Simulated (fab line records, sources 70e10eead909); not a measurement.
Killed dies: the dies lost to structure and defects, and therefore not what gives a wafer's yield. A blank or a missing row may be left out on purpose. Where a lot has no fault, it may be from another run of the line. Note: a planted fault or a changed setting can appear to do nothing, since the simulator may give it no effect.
fab line records | flow nand-harc
[record] lots = 13 | wafers = 37 | last-day = 33
route steps=1302 shown A_CHANNEL_FILL_D1@517 A_DECK1_JOINT@530 A_ONON_D2@556 END@1302
lots that met no fault: from a run of the same line without faults
start-h: hours from the record's first day to the start of the lot's first wafer shown | wait-h: how many hours have passed since the lot's step before this one | " as in the row above | L1.1+2: a single row standing in for several wafers | - no value, or no start was given | * or withheld: withheld | < > ~ a bound
route shown NAME@n: names a module that has steps shown in the file, with the first one's number in the route | usual: the fault-free wafers' mean and standard deviation | same: alike in all rows | chamber/n: place in a boat | sites: per-site readings | _std_site: how widely they spread, as a standard deviation | _edge_site: inner sites' mean taken away from outer sites' mean | radius-mm: how far each site lies from the wafer's centre | mask NAME#n: copy n | behind: the tool/chamber that last shaped the wafer | hold: cause of the lot's hold/its duration in hours/its outcome | device: names the non-switching transistor (n, p or np) | end of line: tests run on the same wafers once the route is complete | where a step has no rows: the recipe by itself | killed: at the first sort, the dies lost to defects and structure; wafer yield is something else | map: dies across one wafer; x = killed, . = not, _ = none there
set.NAME: the run value of the setting; set.NAME@STEP: its run value at that earlier step | model.NAME: the simulator's own value behind a step, which no gauge read
route steps across a sampled set of lots; one table per step, one row per wafer
services: a tool's chamber out of use, with start hour (start-h, from the record's first day; less than 0 if before it), hours out, and reason
[[steps]]
[step NHARC_A_CHANNEL_FILL_D1_INSPECT_13]
[usual] raw-defect-count = 302/120
lot.wafer | tool              | chamber | start-h | wait-h | raw-defect-count
L301.1    | defect-inspect-02 | -       | 240.69  | 0.0    | 212
L301.5    | "                 | -       | "       | "      | 155
L301.6    | "                 | -       | "       | "      | 174
L303.3    | defect-inspect-01 | -       | 250.02  | 0.0    | 345
L303.4    | "                 | -       | "       | "      | 205
L303.6    | "                 | -       | "       | "      | 241
L305.1    | defect-inspect-01 | -       | 270.31  | 0.0    | 279
L305.3    | "                 | -       | "       | "      | 384
L305.6    | "                 | -       | "       | "      | 322
L304.4    | defect-inspect-02 | -       | 270.31  | 0.0    | 175
L304.5    | "                 | -       | "       | "      | 218
L304.6    | "                 | -       | "       | "      | 393
L306.3    | defect-inspect-01 | -       | 284.39  | 0.0    | 266
L306.4    | "                 | -       | "       | "      | 412
L306.5    | "                 | -       | "       | "      | 261
L308.1    | defect-inspect-01 | -       | 309.04  | 0.0    | 355
L308.4    | "                 | -       | "       | "      | 340
L308.6    | "                 | -       | "       | "      | 257
L310.2    | defect-inspect-01 | -       | 331.51  | 0.0    | 167
L310.5    | "                 | -       | "       | "      | 226
L311.2    | defect-inspect-01 | -       | 348.29  | 0.0    | 197
L311.5    | "                 | -       | "       | "      | 294
L319.1    | defect-inspect-01 | -       | 409.61  | 0.0    | 227
L319.2    | "                 | -       | "       | "      | 219
L319.5    | "                 | -       | "       | "      | 199
L321.3    | defect-inspect-02 | -       | 433.41  | 0.0    | 495
L321.4    | "                 | -       | "       | "      | 411
L321.6    | "                 | -       | "       | "      | 314
L323.1    | defect-inspect-02 | -       | 463.00  | 0.0    | 611
L323.2    | "                 | -       | "       | "      | 245
L323.5    | "                 | -       | "       | "      | 360
L322.3    | defect-inspect-01 | -       | 463.03  | 0.0    | 265
L322.5    | "                 | -       | "       | "      | 560
L322.6    | "                 | -       | "       | "      | 212
L324.3    | defect-inspect-01 | -       | 475.62  | 0.0    | 254
L324.4    | "                 | -       | "       | "      | 223
L324.5    | "                 | -       | "       | "      | 177
[step NHARC_A_DECK1_JOINT_ETCHBACK_00]
[recipe] target-depth-a = 300 | time-s = 17.4 | hbr-flow-sccm = 150 | rf-w = 350 | icp-w = 350 | bias-w = 60 | chemistry = HBr
[usual] drypump-motor-current-A = 5.5/0.6 | oes-product-au = 1.005/0.012 | throttle-valve-pct = 23.265/0.0084
lot.wafer | tool      | chamber | start-h | wait-h | drypump-motor-current-A | oes-product-au | rf-hours-counter-h | throttle-valve-pct
L301.1    | rie-si-03 | 2       | 251.45  | 0.1    | 4.7                     | 1.002          | 0.10               | 23.259
L301.6    | "         | 1       | "       | "      | 5.7                     | 1.021          | -                  | 23.267
L301.5    | "         | 2       | "       | "      | 4.7                     | 1.020          | -                  | 23.270
L303.4    | rie-si-03 | 3       | 261.23  | 0.1    | 5.0                     | 1.015          | 0.19               | 23.262
L303.3    | "         | 0       | "       | "      | 6.4                     | 1.018          | 0.28               | 23.257
L303.6    | "         | 2       | "       | "      | 4.7                     | 1.003          | -                  | 23.270
L304.4    | rie-si-06 | 1       | 281.26  | 0.1    | 5.4                     | 1.015          | 0.09               | 23.274
L304.5    | "         | 0       | "       | "      | 5.0                     | 1.020          | -                  | 23.268
L304.6    | "         | 1       | "       | "      | 5.4                     | 1.005          | -                  | 23.276
L305.1    | rie-si-03 | 0       | 281.27  | 0.1    | 6.4                     | 1.004          | 0.34               | 23.261
L305.3    | "         | 2       | "       | "      | 4.7                     | 1.014          | 0.30               | 23.266
L305.6    | "         | 1       | "       | "      | 5.7                     | 1.014          | -                  | 23.257
L306.4    | rie-si-06 | 3       | 295.19  | 0.1    | 5.6                     | 0.990          | 0.21               | 23.255
L306.3    | "         | 0       | "       | "      | 5.0                     | 1.009          | 0.20               | 23.255
L306.5    | "         | 3       | "       | "      | 5.6                     | 1.003          | -                  | 23.262
L308.4    | rie-si-03 | 3       | 319.59  | 0.1    | 5.0                     | 1.021          | 0.52               | 23.262
L308.1    | "         | 1       | "       | "      | 5.7                     | 1.011          | 0.66               | 23.264
L308.6    | "         | 0       | "       | "      | 6.4                     | 1.021          | -                  | 23.271
L310.2    | rie-si-01 | 1       | 342.26  | 0.1    | 6.6                     | 1.029          | 0.94               | 23.256
L310.5    | "         | 1       | "       | "      | 6.6                     | 1.014          | -                  | 23.274
L311.2    | rie-si-06 | 0       | 358.85  | 0.1    | 5.0                     | 1.006          | 0.50               | 23.244
L311.5    | "         | 3       | "       | "      | 5.5                     | 0.981          | -                  | 23.262
L319.2    | rie-si-06 | 0       | 420.58  | 0.1    | 5.0                     | 1.007          | 0.92               | 23.272
L319.1    | "         | 2       | "       | "      | 5.6                     | 0.997          | 0.99               | 23.255
L319.5    | "         | 3       | "       | "      | 5.6                     | 1.003          | -                  | 23.259
L321.3    | rie-si-06 | 1       | 444.13  | 0.1    | 5.4                     | 1.012          | 0.08               | 23.278
L321.4    | "         | 0       | "       | "      | 4.9                     | 1.019          | 0.08               | 23.261
L321.6    | "         | 2       | "       | "      | 5.6                     | 0.979          | -                  | 23.266
L323.1    | rie-si-03 | 0       | 473.76  | 0.1    | 6.4                     | 1.006          | 0.49               | 23.262
L323.2    | "         | 3       | "       | "      | 5.1                     | 0.998          | 0.38               | 23.258
L323.5    | "         | 1       | "       | "      | 5.7                     | 0.997          | -                  | 23.258
L322.3    | rie-si-06 | 1       | 473.76  | 0.1    | 5.4                     | 1.002          | 0.25               | 23.272
L322.5    | "         | 0       | "       | "      | 4.9                     | 1.004          | -                  | 23.283
L322.6    | "         | 1       | "       | "      | 5.4                     | 1.019          | -                  | 23.267
L324.4    | rie-si-06 | 2       | 486.43  | 0.1    | 5.6                     | 0.986          | 0.31               | 23.258
L324.3    | "         | 3       | "       | "      | 5.5                     | 0.993          | 0.28               | 23.271
L324.5    | "         | 1       | "       | "      | 5.4                     | 1.014          | -                  | 23.265
[step NHARC_A_ONON_D2_DEP_16]
[recipe] target-thk-a = 10000 | n2-flow-sccm = 2750 | n2o-flow-sccm = 2000 | nh3-flow-sccm = 500 | sih4-flow-sccm = 210 | temp-c = 400
[usual] nh3-flow-sccm = 499.8/1.6
lot.wafer | tool          | chamber | start-h | wait-h | nh3-flow-sccm
L301.1    | pecvd-onon-03 | 0       | 290.45  | 0.4    | 501.9
L301.5    | "             | 0       | "       | "      | 499.2
L301.6    | "             | 0       | "       | "      | 501.4
L303.3    | pecvd-onon-03 | 0       | 294.67  | 0.5    | 498.8
L303.4    | "             | 0       | "       | "      | 500.5
L303.6    | "             | 0       | "       | "      | 500.0
L305.1    | pecvd-onon-03 | 0       | 320.75  | 0.4    | 499.3
L305.3    | "             | 0       | "       | "      | 500.7
L305.6    | "             | 0       | "       | "      | 502.5
L304.4    | pecvd-onon-01 | 0       | 321.00  | 0.6    | 499.3
L304.5    | "             | 0       | "       | "      | 499.0
L304.6    | "             | 0       | "       | "      | 497.6
L306.3    | pecvd-onon-03 | 0       | 338.04  | 0.5    | 502.7
L306.4    | "             | 0       | "       | "      | 499.9
L306.5    | "             | 0       | "       | "      | 500.2
L308.1    | pecvd-onon-01 | 0       | 352.11  | 0.4    | 502.2
L308.4    | "             | 0       | "       | "      | 500.4
L308.6    | "             | 0       | "       | "      | 499.6
L310.2    | pecvd-onon-03 | 0       | 373.61  | 0.4    | 498.9
L310.5    | "             | 0       | "       | "      | 498.0
L311.2    | pecvd-onon-03 | 0       | 401.25  | 0.4    | 497.2
L311.5    | "             | 0       | "       | "      | 497.4
L319.1    | pecvd-onon-02 | 0       | 456.85  | 0.4    | 502.4
L319.2    | "             | 0       | "       | "      | 502.5
L319.5    | "             | 0       | "       | "      | 500.2
L321.3    | pecvd-onon-03 | 0       | 477.27  | 0.5    | 498.0
L321.4    | "             | 0       | "       | "      | 500.6
L321.6    | "             | 0       | "       | "      | 498.3
L323.1    | pecvd-onon-03 | 0       | 514.72  | 0.4    | 496.7
L323.2    | "             | 0       | "       | "      | 499.0
L323.5    | "             | 0       | "       | "      | 499.6
L322.3    | pecvd-onon-01 | 0       | 514.84  | 0.5    | 501.4
L322.5    | "             | 0       | "       | "      | 504.1
L322.6    | "             | 0       | "       | "      | 500.4
L324.3    | pecvd-onon-03 | 0       | 526.68  | 0.5    | 499.2
L324.4    | "             | 0       | "       | "      | 500.3
L324.5    | "             | 0       | "       | "      | 499.9
[step NHARC_A_ONON_D2_THK_MEAS_18]
[recipe] thk-meas-gauge = ellipsometry
[usual] thk-nm = 1000/8.1
lot.wafer | tool          | chamber | start-h | wait-h | thk-nm
L301.1    | film-metro-01 | -       | 290.96  | -      | 997
L301.5    | "             | -       | "       | "      | 999
L301.6    | "             | -       | "       | "      | 1000
L303.3    | film-metro-02 | -       | 295.07  | -      | 1005
L303.4    | "             | -       | "       | "      | 1009
L303.6    | "             | -       | "       | "      | 1007
L305.1    | film-metro-02 | -       | 321.26  | -      | 1011
L305.3    | "             | -       | "       | "      | 1010
L305.6    | "             | -       | "       | "      | 1011
L304.4    | film-metro-02 | -       | 321.34  | -      | 989
L304.5    | "             | -       | "       | "      | 990
L304.6    | "             | -       | "       | "      | 991
L306.3    | film-metro-02 | -       | 338.43  | -      | 1009
L306.4    | "             | -       | "       | "      | 1008
L306.5    | "             | -       | "       | "      | 1008
L308.1    | film-metro-01 | -       | 352.62  | -      | 997
L308.4    | "             | -       | "       | "      | 997
L308.6    | "             | -       | "       | "      | 998
L310.2    | film-metro-02 | -       | 388.01  | -      | 1890
L310.5    | "             | -       | "       | "      | 990
L311.2    | film-metro-02 | -       | 401.71  | -      | 1901
L311.5    | "             | -       | "       | "      | 1000
L319.1    | film-metro-02 | -       | 457.36  | -      | 1011
L319.2    | "             | -       | "       | "      | 1010
L319.5    | "             | -       | "       | "      | 1011
L321.3    | film-metro-02 | -       | 477.66  | -      | 1000
L321.4    | "             | -       | "       | "      | 999
L321.6    | "             | -       | "       | "      | 1000
L323.1    | film-metro-01 | -       | 515.23  | -      | 1002
L323.2    | "             | -       | "       | "      | 1001
L323.5    | "             | -       | "       | "      | 1003
L322.3    | film-metro-02 | -       | 515.23  | -      | 1009
L322.5    | "             | -       | "       | "      | 1008
L322.6    | "             | -       | "       | "      | 1007
L324.3    | film-metro-02 | -       | 527.07  | -      | 1000
L324.4    | "             | -       | "       | "      | 998
L324.5    | "             | -       | "       | "      | 999
[step NHARC_A_ONON_D2_DEP_33]
[recipe] target-thk-a = 2000 | temp-c = 400 | pressure-torr = 6.5 | rf-w = 900 | teos-flow-sccm = 161.4 | flow-sccm = 2650 | target-thk-nm = 200 | gas = O2 | material = SiO2
[usual] heater-power-w = 571/62 | throttle-valve-pct = 16.2/0.53
lot.wafer | tool     | chamber | start-h | wait-h | heater-power-w | throttle-valve-pct
L301.1    | pecvd-01 | 0       | 293.27  | 0.1    | 440            | 17.4
L301.6    | "        | 0       | "       | "      | 449            | 17.1
L301.5    | "        | 1       | "       | "      | 635            | 16.3
L303.3    | pecvd-02 | 2       | 297.45  | 0.1    | 546            | 15.8
L303.4    | "        | 2       | "       | "      | 562            | 15.5
L303.6    | "        | 0       | "       | "      | 665            | 15.7
L305.1    | pecvd-02 | 0       | 323.64  | 0.1    | 644            | 15.9
L305.3    | "        | 1       | "       | "      | 575            | 16.5
L305.6    | "        | 1       | "       | "      | 583            | 16.5
L304.6    | pecvd-03 | 1       | 323.78  | 0.2    | 624            | 16.6
L304.4    | "        | 2       | "       | "      | 499            | 14.8
L304.5    | "        | 0       | "       | "      | 550            | 16.2
L306.3    | pecvd-02 | 2       | 340.80  | 0.1    | 553            | 15.8
L306.4    | "        | 1       | "       | "      | 592            | 16.8
L306.5    | "        | 2       | "       | "      | 562            | 15.5
L308.1    | pecvd-01 | 0       | 355.04  | 0.1    | 490            | 16.6
L308.4    | "        | 1       | "       | "      | 521            | 16.0
L308.6    | "        | 0       | "       | "      | 491            | 16.7
L310.2    | pecvd-01 | 2       | 390.45  | 0.1    | 666            | 16.1
L310.5    | "        | 1       | "       | "      | 582            | 16.2
L311.2    | pecvd-03 | 2       | 404.24  | 0.3    | 579            | 15.3
L311.5    | "        | 2       | "       | "      | 572            | 15.0
L319.2    | pecvd-01 | 0       | 459.72  | 0.1    | 459            | 17.1
L319.1    | "        | 2       | "       | "      | 625            | 15.7
L319.5    | "        | 2       | "       | "      | 622            | 15.7
L321.3    | pecvd-02 | 1       | 480.04  | 0.1    | 528            | 16.6
L321.4    | "        | 0       | "       | "      | 634            | 16.3
L321.6    | "        | 2       | "       | "      | 507            | 15.9
L323.1    | pecvd-02 | 1       | 517.57  | 0.1    | 589            | 17.0
L323.2    | "        | 2       | "       | "      | 611            | 16.0
L323.5    | "        | 1       | "       | "      | 593            | 16.9
L322.3    | pecvd-03 | 1       | 517.75  | 0.1    | 548            | 16.3
L322.6    | "        | 0       | "       | "      | 606            | 16.3
L322.5    | "        | 1       | "       | "      | 565            | 16.3
L324.3    | pecvd-02 | 0       | 529.48  | 0.1    | 652            | 16.7
L324.4    | "        | 1       | "       | "      | 536            | 17.0
L324.5    | "        | 0       | "       | "      | 635            | 16.5
[step NHARC_END_SORT_01]
[recipe] temp-c = 25
[usual] killed-at-array = 54/21 | killed-at-other = 0.9/1.1 | killed-at-periphery = 3.5/2.5 | killed-dies = 58/21 | killed-open = 3.3/1.9 | killed-short = 2.6/1.8
[same] gross-dies = 677
lot.wafer | tool      | chamber | start-h | wait-h | killed-at-array | killed-at-other | killed-at-periphery | killed-dies | killed-open | killed-short
L310.2    | prober-02 | 0       | 660.73  | 2.8    | 676             | 0               | 1                   | 677         | 3           | 3
L310.5    | prober-02 | 0       | 663.12  | 3.7    | 64              | 0               | 2                   | 66          | 3           | 0
L311.2    | prober-01 | 0       | 675.24  | 2.8    | 676             | 0               | 1                   | 677         | 3           | 0
L311.5    | prober-01 | 0       | 677.66  | 3.7    | 37              | 0               | 4                   | 41          | 1           | 2
// killed by level:class
L310.2 A_ONON_D2:area-dep=627 A_CHANNEL_HOLE_D1:chamber-film-flake=28 A_CHANNEL_HOLE_D2:chamber-film-flake=9 A_STAIRCASE:chamber-film-flake=2 A_BLC:chamber-film-flake=2 P_STI:geometric-particle:short=1 A_SOURCE_PLATE:geometric-particle:short=1 A_CHANNEL_FILL_D1:geometric-particle:short=1
L310.5 A_CHANNEL_HOLE_D1:chamber-film-flake=31 A_CHANNEL_HOLE_D2:chamber-film-flake=20 A_WL_FILL:chamber-film-flake=4 A_BLC:chamber-film-flake=2 A_DECK1_JOINT:geometric-particle:open=1 A_SLIT:geometric-particle:open=1 A_BONDPAD:geometric-particle:open=1 P_ZERO_WELL:chamber-film-flake=1
L311.2 A_ONON_D2:area-dep=638 A_CHANNEL_HOLE_D1:chamber-film-flake=28 A_CONTACT:chamber-film-flake=4 A_CHANNEL_FILL_D2:geometric-particle:open=1 A_BLC:geometric-particle:open=1 A_M0:geometric-particle:open=1 P_ZERO_WELL:chamber-film-flake=1 A_ZERO_WELL:chamber-film-flake=1
L311.5 A_CHANNEL_HOLE_D1:chamber-film-flake=21 A_CONTACT:chamber-film-flake=6 A_SLIT:chamber-film-flake=5 A_CHANNEL_FILL_D2:chamber-film-flake=3 P_CONTACT:geometric-particle:short=1 P_M0:geometric-particle:open=1 A_STAIRCASE:geometric-particle:short=1 P_ZERO_WELL:chamber-film-flake=1
[[services]]
tool          | chamber | start-h | hours | kind
rie-si-03     | 3       | 228.09  | 5.1   | repair
rie-si-03     | 2       | 239.25  | 6.8   | repair
pecvd-onon-01 | -       | 247.75  | 0.9   | repair
rie-si-06     | -       | 249.00  | 9.0   | pm
pecvd-03      | 1       | 265.18  | 16.2  | repair
pecvd-01      | 1       | 268.22  | 22.6  | repair
pecvd-onon-01 | -       | 269.02  | 13.0  | pm
pecvd-03      | 2       | 310.97  | 12.1  | repair
pecvd-01      | -       | 319.14  | 13.0  | pm
pecvd-03      | 0       | 337.91  | 2.1   | repair
rie-si-03     | -       | 353.68  | 0.6   | repair
pecvd-03      | -       | 366.24  | 13.0  | pm
pecvd-onon-02 | -       | 366.43  | 13.0  | pm
rie-si-01     | -       | 370.00  | 9.0   | pm
pecvd-01      | 2       | 374.59  | 10.6  | repair
pecvd-02      | 2       | 390.50  | 13.8  | repair
rie-si-03     | -       | 398.00  | 9.0   | pm
pecvd-onon-03 | -       | 408.00  | 13.0  | pm
pecvd-02      | -       | 408.15  | 13.0  | pm
rie-si-06     | -       | 426.00  | 9.0   | pm
pecvd-01      | -       | 442.86  | 3.3   | repair
pecvd-onon-01 | -       | 450.02  | 13.0  | pm
rie-si-03     | 2       | 488.86  | 3.0   | repair
pecvd-01      | -       | 500.14  | 13.0  | pm
[[key]]
[first-sign] step = NHARC_A_ONON_D2_THK_MEAS_18 | reading = thk-nm | direction = up | sigmas = 99+ | usual = 1000 | struck = 1895
[effect] step = NHARC_END_SORT_01 | reading = killed-at-array | direction = up | sigmas = 29 | usual = 54 | struck = 676
[more-kills-born-at] NHARC_A_ONON_D2_DEP_16@pecvd-onon-03 = 1265
met-at NHARC_A_ONON_D2_DEP_16
struck-lots L310,L311
struck-wafers L310.2,L311.2
later-rows-left-out L310.2,L311.2
tester-left-out L310,L311
not-acting-at NHARC_A_CHANNEL_FILL_D1_INSPECT_13,NHARC_A_DECK1_JOINT_ETCHBACK_00,NHARC_A_ONON_D2_DEP_33
onset-between 338.04 373.61
[fault] kind = process-parameter-drift | tool = pecvd-onon-03 | chamber = - | onset-h = 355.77 | steps = NHARC_A_ONON_D2_DEP_16 | channel = target-thk-a | offset = * | shape = step | end-h = 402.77 | scope = struck-wafers-only | acts-in = * | stated = *
// tester-left-out: of these lots the tester's yield and bins aren't shown, on N5 and GAA mostly nor the transistor test; their killed dies are dies lost to structure and defects alone, not to doping, threshold or leakage, so they don't give the yield
// later-rows-left-out: the simulator's readings of these wafers behind a module that went badly wrong aren't trusted and aren't shown, but for the sort
